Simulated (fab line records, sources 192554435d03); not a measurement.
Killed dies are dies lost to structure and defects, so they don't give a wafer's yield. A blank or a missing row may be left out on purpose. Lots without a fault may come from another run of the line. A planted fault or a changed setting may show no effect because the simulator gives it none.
Chamber matching | flow n5_finfet | N5_BEOL_M0_SAQP_PECVD_00 on pecvd-04: 3 sister chambers
The step deposits SiCN from 3MS/NH3, target thk 8 nm, time 14 s. 14 wafers are shown with their chamber, then 7 later ones without.

WAFERS WITH THEIR CHAMBER
wafer  | chamber | throttle_valve_pct (%) | showerhead_plenum_p_Torr (Torr) | rf_fwd_power_W (W)
L677.2 | 1       | 9.5                    | 3.655                           | 198.5
L677.3 | 0       | 9.1                    | 3.678                           | 199.7
L677.6 | 2       | 8.1                    | 3.646                           | 199.8
L680.2 | 1       | 9.5                    | 3.672                           | 199.6
L680.3 | 0       | 9.2                    | 3.680                           | 200.6
L680.4 | 2       | 8.6                    | 3.644                           | 200.9
L681.1 | 0       | 8.9                    | 3.681                           | 199.7
L681.2 | 1       | 9.3                    | 3.662                           | 200.9
L681.5 | 2       | 8.3                    | 3.654                           | 200.4
L684.1 | 1       | 9.5                    | 3.659                           | 200.6
L684.5 | 0       | 9.0                    | 3.682                           | 199.7
L684.6 | 2       | 8.3                    | 3.660                           | 200.6
L685.2 | 1       | 9.8                    | 3.664                           | 200.5
L685.4 | 1       | 9.6                    | 3.667                           | 200.5

SIGNATURES (means of the wafers above)
reading                  | chamber 0 | chamber 1 | chamber 2 | scatter within a chamber
throttle_valve_pct       | 9.050     | 9.533     | 8.325     | 0.168
showerhead_plenum_p_Torr | 3.68025   | 3.66317   | 3.65100   | 0.00565
rf_fwd_power_W           | 199.925   | 200.100   | 200.425   | 0.692
Rule: a wafer's distance from a chamber is the root of the sum, over the readings, of the square of ((its reading less the chamber's mean) divided by the reading's scatter). The wafer belongs to the nearest chamber; if the next one is less than 2 further off, it can't be placed. The scatter: the root of (the sum of the squares of (reading less its chamber's mean) over the shown wafers, divided by (wafers less chambers)).

WAFERS WITHOUT THEIR CHAMBER
wafer  | throttle_valve_pct (%) | showerhead_plenum_p_Torr (Torr) | rf_fwd_power_W (W)
L685.5 | 9.0                    | 3.675                           | 200.1
L694.2 | 9.6                    | 3.661                           | 200.2
L694.4 | 8.4                    | 3.651                           | 199.5
L694.6 | 9.0                    | 3.674                           | 200.7
L695.1 | 8.3                    | 3.651                           | 200.2
L695.2 | 9.0                    | 3.675                           | 200.6
L695.5 | 9.1                    | 3.659                           | 199.9

WHICH CHAMBER EACH WENT THROUGH
wafer  | from the rows above     | in truth
L685.5 | 0                       | 0
L694.2 | 1                       | 1
L694.4 | 2                       | 2
L694.6 | 0                       | 0
L695.1 | 2                       | 2
L695.2 | 0                       | 0
L695.5 | can't be placed: 1 or 0 | 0
Placed correctly: 6 of 7. Can't be placed from these rows: 1 (the true chamber is among the candidates in 1). Placed wrongly: 0.
